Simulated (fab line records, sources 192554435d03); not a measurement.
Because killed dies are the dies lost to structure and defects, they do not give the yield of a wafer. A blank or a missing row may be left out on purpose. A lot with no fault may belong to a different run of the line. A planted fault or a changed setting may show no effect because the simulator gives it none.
The tool behind it: which one? || flow n5-finfet || 11 lots with 33 wafers sampled at 2 steps, on a route of 1938 steps

== WHAT THE GAUGES SHOWED, per wafer ==
N5_BEOL_M8_THK_MEAS_53: measures by xrf.
{"lot": "L075", "measured": "day 9 21:24", "on": "film-metro-02", "M8_THK (nm)": "79.2 79.4 79.8"}
{"lot": "L077", "measured": "day 10 10:15", "on": "film-metro-01", "M8_THK (nm)": "78.7 77.7 77.7"}
{"lot": "L079", "measured": "day 11 04:37", "on": "film-metro-01", "M8_THK (nm)": "76.9 77.1 78.9"}
{"lot": "L083", "measured": "day 11 19:27", "on": "film-metro-02", "M8_THK (nm)": "78.8 81.0 80.6"}
{"lot": "L085", "measured": "day 13 00:41", "on": "film-metro-01", "M8_THK (nm)": "77.6 84.6 83.7"}
{"lot": "L088", "measured": "day 13 08:30", "on": "film-metro-02", "M8_THK (nm)": "77.2 85.7 84.5"}
{"lot": "L087", "measured": "day 13 11:02", "on": "film-metro-01", "M8_THK (nm)": "84.4 83.4 78.6"}
{"lot": "L092", "measured": "day 14 16:17", "on": "film-metro-01", "M8_THK (nm)": "78.0 84.9 78.9"}
{"lot": "L093", "measured": "day 14 22:59", "on": "film-metro-02", "M8_THK (nm)": "82.0 77.4 74.3"}
{"lot": "L095", "measured": "day 15 15:02", "on": "film-metro-01", "M8_THK (nm)": "83.8 79.8 77.3"}
{"lot": "L097", "measured": "day 15 21:31", "on": "film-metro-01", "M8_THK (nm)": "79.1 76.4 76.4"}

== EACH LOT AND THE TOOL THAT RAN IT (in order: tool; ch and the chambers of the sampled wafers; start) ==
{"lot": "L075", "N5_BEOL_M8_ETCH_72": "rie-diel-05 ch 0,1, day 9 18:48"}
{"lot": "L077", "N5_BEOL_M8_ETCH_72": "rie-diel-01 ch 2,3, day 10 06:40"}
{"lot": "L079", "N5_BEOL_M8_ETCH_72": "rie-diel-05 ch 0,1,3, day 11 01:55"}
{"lot": "L083", "N5_BEOL_M8_ETCH_72": "rie-diel-05 ch 0,1,3, day 11 16:58"}
{"lot": "L085", "N5_BEOL_M8_ETCH_72": "rie-diel-03 ch 0,2, day 12 22:14"}
{"lot": "L088", "N5_BEOL_M8_ETCH_72": "rie-diel-01 ch 1,3, day 13 05:40"}
{"lot": "L087", "N5_BEOL_M8_ETCH_72": "rie-diel-01 ch 1,2,3, day 13 08:14"}
{"lot": "L092", "N5_BEOL_M8_ETCH_72": "rie-diel-05 ch 0,2,3, day 14 12:58"}
{"lot": "L093", "N5_BEOL_M8_ETCH_72": "rie-diel-03 ch 0,1,3, day 14 19:14"}
{"lot": "L095", "N5_BEOL_M8_ETCH_72": "rie-diel-05 ch 0,2, day 15 11:06"}
{"lot": "L097", "N5_BEOL_M8_ETCH_72": "rie-diel-03 ch 0,1, day 15 17:29"}
- N5_BEOL_M8_ETCH_72: etches underlayer in N2/H2, target depth 6.5 nm, time 5.2 s.

== THE ANSWER, worked out from the rows above alone ==
Rule: the lots themselves supply what counts as usual. The widest of any qualifying gaps counts: lots, ordered by their means at a reading, are off when they make up no more than a third of the lots, leave a main group of 4 or more, and stand apart from it by 3 or more times the standard deviation of that group's means. Not used: any main group whose means are identical at the precision the tables above print for the reading. Also off: a lot with no number at a reading for which 4 or more lots have one. Any other lot the step has rows for is counted as sound.
Across all readings shown, no lot is off: no conclusion can be drawn from this.

== WHAT THE SIMULATOR HAD PUT IN ==
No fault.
